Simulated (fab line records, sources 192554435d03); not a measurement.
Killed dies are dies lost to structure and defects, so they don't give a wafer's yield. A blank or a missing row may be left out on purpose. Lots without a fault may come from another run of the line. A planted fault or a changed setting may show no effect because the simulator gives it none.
Split-lot experiment | flow n5_finfet | 7 lots, 21 wafers read, on a route of 1938 steps

THE SPLIT
At N5_FIN_SAQP_ETCH_65 (etches SiO2 in CF4, target depth 4 nm, time 4.4 s), the setting time_s was moved away from the recipe's 4.4 s on 11 of the 21 wafers read, by -9.5% to +21.4%. The other wafers ran this setting at the recipe's value.

The reading is taken at the split's own step.

THE READING
etch.depth_nm (the simulator's own value, which no gauge read), in nm, at N5_FIN_SAQP_ETCH_65 (etches SiO2 in CF4, target depth 4 nm, time 4.4 s). The file gives no usual value for it. The 10 wafers here that ran the recipe average 4.016 nm, standard deviation 0.13 nm.

wafer  | tool, chamber at the split | time_s as run, s | against the recipe | etch.depth_nm, nm | against lot-mates on the recipe
L074.2 | rie_si-04, 0               | 4.4              | recipe             | 4.081             | -
L074.3 | rie_si-04, 1               | 5.34             | +21.4%             | 4.924             | +0.843
L074.6 | rie_si-04, 1               | 5.34             | +21.4%             | 4.892             | +0.811
L076.1 | rie_si-05, 3               | 4.139            | -5.9%              | 3.764             | -0.060
L076.2 | rie_si-05, 2               | 4.4              | recipe             | 3.824             | -
L076.5 | rie_si-05, 2               | 4.139            | -5.9%              | 3.571             | -0.253
L083.2 | rie_si-05, 3               | 4.4              | recipe             | 4.018             | -
L083.3 | rie_si-05, 2               | 4.4              | recipe             | 3.837             | -
L083.5 | rie_si-05, 3               | 4.4              | recipe             | 4.02              | -
L084.1 | rie_si-02, 0               | 4.4              | recipe             | 3.961             | -
L084.3 | rie_si-02, 2               | 3.98             | -9.5%              | 3.737             | -0.322
L084.6 | rie_si-02, 2               | 4.4              | recipe             | 4.157             | -
L092.1 | rie_si-02, 0               | 4.143            | -5.8%              | 3.676             | -0.475
L092.4 | rie_si-02, 1               | 4.4              | recipe             | 4.151             | -
L092.6 | rie_si-02, 1               | 4.143            | -5.8%              | 3.884             | -0.267
L094.1 | rie_si-02, 1               | 4.847            | +10.2%             | 4.562             | +0.365
L094.3 | rie_si-02, 2               | 4.4              | recipe             | 4.197             | -
L094.5 | rie_si-02, 1               | 4.847            | +10.2%             | 4.535             | +0.338
L095.1 | rie_si-02, 1               | 5.291            | +20.2%             | 4.891             | +0.976
L095.2 | rie_si-02, 3               | 5.291            | +20.2%             | 4.885             | +0.970
L095.4 | rie_si-02, 0               | 4.4              | recipe             | 3.915             | -

THE FIT
A straight line over all 21 wafers: etch.depth_nm changes by +0.0431 nm for each +1% of time_s; r = +0.97; the points scatter about the line by 0.12 nm.
The same after taking each lot's own level away (the mean of its wafers on the recipe; 21 wafers): +0.0421 nm for each +1%; r = +0.97; scatter 0.1 nm.
On that fit, the largest move of time_s shifts the reading by 0.9 nm.
The lots' own levels span 3.8240 to 4.1970 nm, that is 3.0 times the standard deviation above.
So the lot-to-lot level changes the slope little: the two slopes agree.
Check: with one of the wafers moved furthest among these (+21.4%) left out of the fit, the line predicts +0.912 nm for it against its lot-mates. It came out at +0.843 nm against them.

OTHER SPLITS ON THESE WAFERS
These wafers also went through other splits before the reading. Each is held against what the fit with the lots' levels taken away leaves over:
other split on the same wafers                    | wafers away from the commonest value | r with etch.depth_nm (lot level and that fit taken away)
N5_PMOS_HMC_CHANNEL_EPI_EXPOSE_06 dose_mj         | 7                                    | +0.14
N5_PMOS_HMC_CHANNEL_EPI_DEVELOP_08 develop_time_s | 9                                    | -0.31
N5_FIN_SAQP_SPACER1_ALD_24 ald_cycles             | 4                                    | +0.20

THE FILE'S OWN FIT
etch.depth_nm changes by +0.0417 nm for each +1% of time_s, r = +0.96.
